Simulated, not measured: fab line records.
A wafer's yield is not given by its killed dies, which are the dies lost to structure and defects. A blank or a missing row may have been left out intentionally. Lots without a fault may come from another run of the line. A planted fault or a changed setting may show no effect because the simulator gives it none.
fab line records | flow n5-finfet
record: lots: 4 wafers: 12 last-day: 18
route steps=1938 shown SD_EPI_N@269 SD_EPI_P@295 SD_ACTIVATION@334 BEOL_M4@1111 PASSIVATION@1936
lots untouched by any fault: they come from a run of this same line in which no faults occurred
start-h: hours from the record's opening day to when the first of the lot's shown wafers began | wait-h: hours since the lot's step before | " as in the row above | L1.1+2: several wafers, shown together as one row | - value missing, or start not given | * or withheld: withheld | < > ~ a bound
route shown NAME@n: names a module that has steps shown in the file, with the first one's number in the route | usual: average and standard deviation across the fault-free wafers | same: alike in all rows | chamber/n: place in a boat | sites: readings site by site | _std_site: standard deviation of those values | _edge_site: inner sites' mean taken away from outer sites' mean | radius-mm: for every site, how far away it sits from the centre of the wafer | mask NAME#n: copy n | behind: tool/chamber where the wafer was last shaped | hold: cause of the lot's hold/its duration in hours/its outcome | device: which transistor (n, p or np) failed to switch | end of line: the route-end tests of the same wafers | step lacking rows: just its recipe | killed: not the wafer's yield, but the dies lost to structure and defects at the first sort | map: the dies of a wafer, with x for killed, . for not killed, _ for no die there
set.NAME: the setting as run; set.NAME@STEP: as run at that earlier step | model.NAME: the simulator's own value behind a step, which no gauge read
lots at some steps of the route; a table a step, a row a wafer
services: from which hour (start-h, from the record's first day; less than 0 if before it) a tool's chamber was out of use, for how many hours, and why
== steps ==
step: N5_SD_EPI_N_DEVELOP_08
recipe: develop-time-s: 30 developer: TMAH resist: CAR-ArF-block dev-temp-c: 23 rinse-liquid: diw dry: air-spin
step: N5_SD_EPI_N_DESCUM_14
recipe: chemistry: O2 time-s: 7.9 source-power-w: 50 bias-power-w: 20 pressure-mtorr: 20 rf-frequency-hz: 2.712e+07 temp-c: 40 resist: CAR-ArF-block o2-flow-sccm: 225
step: N5_SD_EPI_N_ETCH_34
recipe: chemistry: CF4 target: SiARC target-depth-a: 455 mask-material: CAR-ArF-block time-s: 75.8 ion-energy-ev: 80 pressure-mtorr: 40 source-w: 545 bias-w: 36 Ar_flow_sccm: 100 cf4-flow-sccm: 100 ends: cleared
step: N5_SD_EPI_N_ETCH_35
recipe: chemistry: N2/H2 target: SOC overetch-a: 1080 mask-material: SiARC temp-c: 40 ion-energy-ev: 100 source-w: 3000 bias-w: 133 pressure-mtorr: 20 time-s: 486 n2-flow-sccm: 200 h2-flow-sccm: 200
step: N5_SD_EPI_N_STRIP_36
recipe: chemistry: N2/H2 temp-c: 40 n2-flow-sccm: 200 h2-flow-sccm: 200 rf-frequency-hz: 6e+07
step: N5_SD_EPI_N_ETCHBACK_44
recipe: chemistry: CH3F/O2 mode: anisotropic-etchback target: SiNx target-depth-a: 145 stop-on: SiO2 over-etch-frac: 0.3 ion-energy-ev: 120 pressure-mtorr: 30 source-w: 395 bias-w: 73 Ar_flow_sccm: 150 CH3F_flow_sccm: 30 O2_flow_sccm: 20
step: N5_SD_EPI_N_ETCH_45
recipe: chemistry: CH3F/O2 target: SiOCN target-depth-a: 60 mask-material: SOC ion-energy-ev: 60 bias-w: 29 pressure-mtorr: 15 source-w: 410 Ar_flow_sccm: 150 CH3F_flow_sccm: 30 O2_flow_sccm: 20
step: N5_SD_EPI_N_ETCH_16
recipe: chemistry: CHF3/O2 target: SiO2 target-depth-a: 50 mask-material: SOC pressure-mtorr: 30 source-w: 650 bias-w: 170 Ar_flow_sccm: 200 CHF3_flow_sccm: 50 O2_flow_sccm: 5 ion-energy-ev: 200
step: N5_SD_EPI_N_STRIP_47
recipe: chemistry: CHF3/O2 resist: SiARC rf-frequency-hz: 6e+07
step: N5_SD_EPI_N_SD_RECESS_17
recipe: chemistry: HBr/Cl2/O2 target-depth-a: 410 mask-material: SOC time-s: 23.7 bt-time-s: 3 pressure-mtorr: 10 icp-w: 800 bias-w: 112 HBr_flow_sccm: 150 Cl2_flow_sccm: 80 O2_flow_sccm: 12
usual: drypump-motor-current-A: 5.6/0.39 oes_o_777_au: 1.011/0.024 oes-product-au: 1.009/0.019 throttle-valve-pct: 37.2/0.31
columns lot.wafer tool chamber start-h wait-h drypump-motor-current-A oes_o_777_au oes-product-au rf-hours-counter-h throttle-valve-pct
L279.1 rie-si-04 0 88.94 0.0 5.9 1.038 1.033 117 37.2
L279.5 " 1 " " 5.2 0.986 0.997 - 36.8
L279.6 " 2 " " 5.1 1.045 1.038 - 37.0
L282.1 rie-si-04 2 104.06 0.0 5.1 1.040 1.031 8 37.0
L282.2 " 3 " " 6.3 1.002 1.020 36 37.2
L282.6 " 1 " " 5.2 0.979 0.996 - 36.8
L283.3 rie-si-04 3 109.30 0.0 6.2 1.003 1.016 36 37.2
L283.4 " 0 " " 5.9 1.036 1.035 117 37.2
L283.6 " 1 " " 5.2 0.985 0.997 - 36.8
L296.2 rie-si-06 3 188.90 0.0 5.7 1.018 1.022 172 37.8
L296.3 " 0 " " 5.5 0.968 0.976 90 37.5
L296.5 " 3 " " 5.7 1.006 1.011 - 37.8
step: N5_SD_EPI_N_STRIP_38
recipe: chemistry: N2/H2 power-w: 1000 temp-c: 250 h2-frac: 0.65 overash-fraction: 0.3 pressure-mtorr: withheld n2-flow-sccm: 1750 h2-flow-sccm: 3250
step: N5_SD_EPI_N_WET_ETCH_43
recipe: chemistry: dHF dilution: withheld time-s: 14 target: SiO2 target-depth-a: 15 temp-c: 25
step: N5_SD_EPI_N_STRIP_18
recipe: chemistry: SPM time-s: 750 temp-c: 130 h2so4-h2o2-vol-ratio: 4
step: N5_SD_EPI_N_SRD_20
recipe: dry: ipa-marangoni do-ppb: 5 time-s: 30 temp-c: 23 rinse-liquid: diw
step: N5_SD_EPI_N_PRECLEAN_48
recipe: chemistry: NF3:NH3 afs-cycles: 2 temp-c: 30 time-s: 20 sublimation-temp-c: 180 sublimation-time-s: 60 pressure-torr: 3 rf-power-w: 30
step: N5_SD_EPI_N_VAPOR_ETCH_50
recipe: chemistry: HCl target: Si temp-c: 775 time-s: 54 pressure-torr: 20 mode: isotropic
step: N5_SD_EPI_N_EPI_21
recipe: material: Si:P dopant: P temp-c: 680 pressure-torr: 255 time-s: 690
step: N5_SD_EPI_N_PRECLEAN_24
recipe: chemistry: O3/DIW time-s: 60 temp-c: 22 o3-ppm: 10
step: N5_SD_EPI_N_SRD_25
recipe: time-s: 30 temp-c: 23 rinse-liquid: diw dry: ipa-marangoni
step: N5_SD_EPI_N_PRECLEAN_49
recipe: chemistry: NF3:NH3 afs-cycles: 1 temp-c: 30 time-s: 20 sublimation-temp-c: 180 sublimation-time-s: 60 pressure-torr: 3 rf-power-w: 30
step: N5_SD_EPI_N_LINER_46
recipe: material: SiNx target-thk-a: 30 temp-c: 400 ald-precursor-family: SiH2I2 ald-co-reactant: N2/H2-plasma pressure-torr: 2
step: N5_SD_EPI_N_INSPECT_26
recipe: inspect-instrument: darkfield mode: post-epi
usual: raw-defect-count: 205/48
columns lot.wafer tool chamber start-h wait-h raw-defect-count
L279.1 defect-inspect-01 - 92.95 0.1 251
L279.5 " - " " 173
L279.6 " - " " 239
L282.1 defect-inspect-01 - 107.54 0.1 185
L282.2 " - " " 170
L282.6 " - " " 569
L283.3 defect-inspect-02 - 112.59 0.1 247
L283.4 " - " " 237
L283.6 " - " " 674
L296.2 defect-inspect-02 - 192.72 0.1 255
L296.3 " - " " 234
L296.5 " - " " 331
step: N5_SD_EPI_P_COAT_34
recipe: resist: SOC temp-c: 250 time-s: 60 spin-rpm: 1500 resist-thk-nm: 350
step: N5_SD_EPI_P_COAT_35
recipe: resist: SiARC temp-c: 220 time-s: 60 spin-rpm: 1500 resist-thk-nm: 35
step: N5_SD_EPI_P_COAT_03
recipe: resist: CAR-ArF-block spin-rpm: 1500 resist-thk-nm: 150
step: N5_SD_EPI_P_EBR_05
recipe: solvent: PGMEA ebr-width-mm: 1.5
step: N5_SD_EPI_P_SOFTBAKE_04
recipe: temp-c: 110 time-s: 60 resist: CAR-ArF-block
step: N5_SD_EPI_P_EXPOSE_06
recipe: mask-id: SD_P_BLK na: 1.35 source-shape: conventional sigma-outer: 0.8 polarization: unpolarized target-cd-nm: 240 dose-mj: 39.5
step: N5_SD_EPI_P_PEB_07
recipe: peb-temp-c: 110 peb-time-s: 60 resist: CAR-ArF-block
step: N5_SD_EPI_P_DEVELOP_08
recipe: develop-time-s: 30 developer: TMAH resist: CAR-ArF-block dev-temp-c: 23 rinse-liquid: diw dry: air-spin
step: N5_SD_EPI_P_INSPECT_11
recipe: mode: adi inspect-instrument: macro
usual: raw-defect-count: 2.0/1.5
columns lot.wafer tool chamber start-h wait-h raw-defect-count
L279.1 defect-inspect-02 - 93.40 0.0 3
L279.5 " - " " 1
L279.6 " - " " 5
L282.1 defect-inspect-02 - 107.87 0.0 2
L282.2 " - " " 2
L282.6 " - " " >300
L283.3 defect-inspect-01 - 113.07 0.0 1
L283.4 " - " " 7
L283.6 " - " " >300
L296.2 defect-inspect-02 - 193.18 0.0 1
L296.3 " - " " 1
L296.5 " - " " 0
step: N5_SD_EPI_P_DESCUM_14
recipe: chemistry: O2 time-s: 7.9 source-power-w: 50 bias-power-w: 20 pressure-mtorr: 20 rf-frequency-hz: 2.712e+07 temp-c: 40 resist: CAR-ArF-block o2-flow-sccm: 225
step: N5_SD_EPI_P_ETCH_36
recipe: chemistry: CF4 target: SiARC target-depth-a: 455 mask-material: CAR-ArF-block time-s: 75.8 ion-energy-ev: 80 pressure-mtorr: 40 source-w: 545 bias-w: 36 Ar_flow_sccm: 100 cf4-flow-sccm: 100 ends: cleared
step: N5_SD_EPI_P_ETCH_37
recipe: chemistry: N2/H2 target: SOC overetch-a: 1080 mask-material: SiARC temp-c: 40 ion-energy-ev: 100 source-w: 3000 bias-w: 133 pressure-mtorr: 20 time-s: 486 n2-flow-sccm: 200 h2-flow-sccm: 200 ends: end-point
step: N5_SD_EPI_P_STRIP_38
recipe: chemistry: N2/H2 temp-c: 40 n2-flow-sccm: 200 h2-flow-sccm: 200 rf-frequency-hz: 6e+07
step: N5_SD_EPI_P_ETCHBACK_46
recipe: chemistry: CH3F/O2 mode: anisotropic-etchback target: SiNx target-depth-a: 175 stop-on: SiO2 over-etch-frac: 0.3 ion-energy-ev: 120 pressure-mtorr: 30 source-w: 395 bias-w: 73 Ar_flow_sccm: 150 CH3F_flow_sccm: 30 O2_flow_sccm: 20
step: N5_SD_EPI_P_INSPECT_26
recipe: inspect-instrument: darkfield mode: post-epi
usual: raw-defect-count: 177/45
columns lot.wafer tool chamber start-h wait-h raw-defect-count
L279.1 defect-inspect-01 - 98.01 0.0 225
L279.5 " - " " 159
L279.6 " - " " 203
L282.1 defect-inspect-02 - 112.60 0.0 239
L282.2 " - " " 209
L282.6 " - " " 601
L283.3 defect-inspect-01 - 118.05 0.0 182
L283.4 " - " " 175
L283.6 " - " " 565
L296.2 defect-inspect-02 - 196.96 0.0 179
L296.3 " - " " 229
L296.5 " - " " 283
step: N5_SD_ACTIVATION_INSPECT_02
recipe: inspect-instrument: darkfield mode: post-anneal
usual: raw-defect-count: 176/44
columns lot.wafer tool chamber start-h wait-h raw-defect-count
L279.1 defect-inspect-01 - 98.89 0.2 209
L279.5 " - " " 161
L279.6 " - " " 204
L282.1 defect-inspect-02 - 113.55 0.2 237
L282.2 " - " " 210
L282.6 " - " " 585
L283.3 defect-inspect-02 - 119.05 0.1 229
L283.4 " - " " 221
L283.6 " - " " 638
L296.2 defect-inspect-02 - 197.71 0.1 189
L296.3 " - " " 212
L296.5 " - " " 295
step: N5_BEOL_M4_RC_MEAS_101
usual: DIBL_N: 35.9/1.4 DIBL_P: 35.9/1.7 IOFF_N: 0.160/0.026 IOFF_P: 0.21/0.036 ION_N: 672/11 ION_P: 461/8.1 SS_N: 71.4/0.54 SS_P: 73.2/0.67 VT_N: 249.3/2.7 VT_P: -250/3.9
columns lot.wafer tool chamber start-h wait-h DIBL_N[mV/V] DIBL_P[mV/V] IOFF_N[nA/um] IOFF_P[nA/um] ION_N[uA/um] ION_P[uA/um] SS_N[mV/dec] SS_P[mV/dec] VT_N[mV] VT_P[mV]
L279.1 prober-01 0 197.43 0.0 35.6 36.0 0.145 0.20 664 454 71.7 72.9 250.9 -252
L279.5 " 0 " " 33.9 35.2 0.126 0.19 665 459 70.2 73.1 252.5 -250
L279.6 " 0 " " 35.0 35.5 0.149 0.19 662 459 71.4 72.1 251.5 -251
L282.1 prober-02 0 221.02 0.0 35.1 33.8 0.134 0.17 663 457 71.3 72.8 250.4 -255
L282.2 " 0 " " 34.6 33.7 0.127 0.18 668 459 70.5 72.7 252.8 -251
L282.6 " 0 " " 37.1 36.7 0.169 0.23 677 460 71.7 72.7 246.9 -247
L283.3 prober-02 0 230.48 0.3 35.7 36.4 0.153 0.22 670 466 71.3 72.6 251.4 -249
L283.4 " 0 " " 38.3 38.4 0.190 0.25 676 466 71.0 73.7 246.9 -247
L283.6 " 0 " " 33.0 33.0 0.111 0.16 655 455 70.1 71.9 256.8 -255
L296.2 prober-02 0 316.42 0.2 39.0 40.0 0.214 0.25 680 464 72.3 74.7 247.5 -248
L296.3 " 0 " " 38.4 39.7 0.194 0.24 668 459 71.7 74.4 249.7 -250
L296.5 " 0 " " 35.8 36.9 0.151 0.19 663 456 71.6 73.2 252.8 -254
step: N5_PASSIVATION_PROBE_49
usual: defect-limited-yield: 90.9/1.5 killed_at_M0_to_M3: 35/10 killed_at_M4_up: 14/5.2 killed-at-contacts: 13/7.3 killed-at-front-end: 42/12 killed-at-other: 3.4/2.5 killed-dies: 108/18 killed-open: 70/13 killed-short: 35/8 sort_bin_5_function: 5.4/1 sort_bin_6_memory: 3.4/0.71 sort-n-pass: 1072/18 sort-yield-pct: 90.9/1.5
same: gross-dies: 1180 killed-at-back-side: 0 sort_bin_4_leakage[%]: 0 sort_bin_8_speed[%]: 0
columns lot.wafer tool chamber start-h wait-h defect-limited-yield[%] killed_at_M0_to_M3 killed_at_M4_up killed-at-contacts killed-at-front-end killed-at-other killed-dies killed-open killed-short sort_bin_5_function[%] sort_bin_6_memory[%] sort-n-pass sort-yield-pct[%]
L282.6 prober-01 - 317.73 0.3 81.7 30 12 18 154 2 216 57 34 12.0 4.4 964 81.7
L283.6 prober-01 - 338.59 0.3 81.9 30 25 9 146 3 213 69 41 11.5 4.7 967 81.9
killed by level:class
L282.6 SD_EPI_N:unspecified=121 MOL_CONTACT_COAG:geometric-particle:open=13 BEOL_M3:geometric-particle:open=9 STI_FIN_REVEAL:geometric-particle:open=8 BEOL_M0_SAQP:geometric-particle:open=6 BEOL_M0_SAQP:geometric-particle:short=6 GATE_CUT:geometric-particle:short=5 FIN_SAQP:geometric-particle:open=4
L283.6 SD_EPI_N:unspecified=103 BEOL_M4:geometric-particle:open=14 FIN_SAQP:geometric-particle:short=10 BEOL_M0_SAQP:geometric-particle:open=8 STI_FIN_REVEAL:geometric-particle:open=7 BEOL_M1:geometric-particle:open=7 DUMMY_GATE:geometric-particle:open=5 GATE_CUT:geometric-particle:short=5
map L282.6 (x killed, . not)
_________________x........x..________________
______________........x........._____________
___________..xx..................x.__________
__________...x..x..................._________
________...x........x...x............._______
_______..x...............x.x...........______
______..x...................x..........._____
_____...x...........x...............x.x.x____
____...x.............x..xx.......x..xx...x___
___...x.......x........x.......x..x..x.....__
___......x................x...x..xxxxxxxx..__
__.x.........................xxxxxxxxxxxxx.._
__.........x.................xxxx.xxxxxxxxxx_
_...................x........xxxxxxxxxxxxxxx.
_x.x.........x....x.........x..xxxxxxxxxx..x.
_....x......x....x...x.x.....x.xxxxxxxxxxxxx.
_.......................x......xxxxxxxxxxx.x.
_...............x...........x.xxxxxxxxxxx.x..
_.....x.....x...............x....xxxxx..x...x
_.x..................x.....x...x...xxx.xxx...
_.........x.................x...x...x....x...
__..........................x..x.....x......_
__....................x...x.........x......._
___...x.............................x......__
___...x....xx............x...........x.....__
____xx.....x...............x..............___
_____.......x.....x............x.x.......____
______........x........................._____
_______........x.........x....x........______
________..xx....x..x...x............x._______
__________.........................._________
___________.x.........x...x........__________
______________x...............x._____________
_________________.x.........x________________
map L283.6 (x killed, . not)
_________________....x..x..x.________________
______________.................._____________
___________.......x................__________
__________..x........x.............._________
________............x.x..............._______
_______..x.....x.................x.....______
______..x..x......x....................._____
_____x..................................x____
____.......................x......xxx...x.___
___........x......x...x........x..xxxx..xx.__
___...x.............x.........xx.x..xxx....__
__...............................xxxxxx.x.x._
__.......x..........x......x.x.xxxxxxxxxxx.._
_..x...x....x...x..x.........x.xxxxxxxxxxxx..
_x............................xxxxxxxxxxx.x..
_x..x...................x.....xxxxxxxxxxx....
_x.x............x.......x.....x.xxxxxxxxxx...
_..x...x..x..........x........xxxxxxxxxxxx.x.
_..x...........x.....x........x.x.xxxxx.x.x..
_...................x..........x..xxx..xx....
_.....x...............x.....x..x...x.......x.
__...x........................x.x..x..x....x_
__....x.....x.....x.......................x._
___...............x........................__
___..........x..............x.......x......__
____.........x........x.......x.........x.___
_____..............x.............xx......____
______..x..x.x....x.x.....x........x...._____
_______........x.....x.......x.........______
________...........xx..x....x........._______
__________......x.................xx_________
___________x..x.....x..x.....x..x..__________
______________....x...x.x......x_____________
_________________........x...________________
== services ==
columns tool chamber start-h hours kind
rie-si-04 3 142.13 1.4 repair
rie-si-04 1 146.47 - clean
rie-si-04 1 146.47 18.4 scheduled-down
rie-si-04 1 146.47 18.4 vent-cycle
== key ==
first-sign: step: N5_SD_EPI_N_INSPECT_26 reading: raw-defect-count direction: up sigmas: 8.6 usual: 205 struck: 622
effect: step: N5_SD_EPI_P_INSPECT_11 reading: raw-defect-count direction: up sigmas: 99+ usual: 2.0 struck: >300
effect: step: N5_SD_EPI_P_INSPECT_26 reading: raw-defect-count direction: up sigmas: 9.1 usual: 177 struck: 583
effect: step: N5_SD_ACTIVATION_INSPECT_02 reading: raw-defect-count direction: up sigmas: 10 usual: 176 struck: 612
effect: step: N5_PASSIVATION_PROBE_49 reading: killed-at-front-end direction: up sigmas: 9.2 usual: 42 struck: 150
more-kills-born-at: N5_SD_EPI_N_SD_RECESS_17@rie-si-04: 224
met-at N5_SD_EPI_N_SD_RECESS_17
struck-wafers L282.6,L283.6
onset-between 88.94 104.06
fault: kind: chamber-particle-source tool: rie-si-04 chamber: 1 onset-h: 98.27 steps: N5_SD_EPI_N_SD_RECESS_17 rate-per-visit-cm2: 0.66362 end-h: 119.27
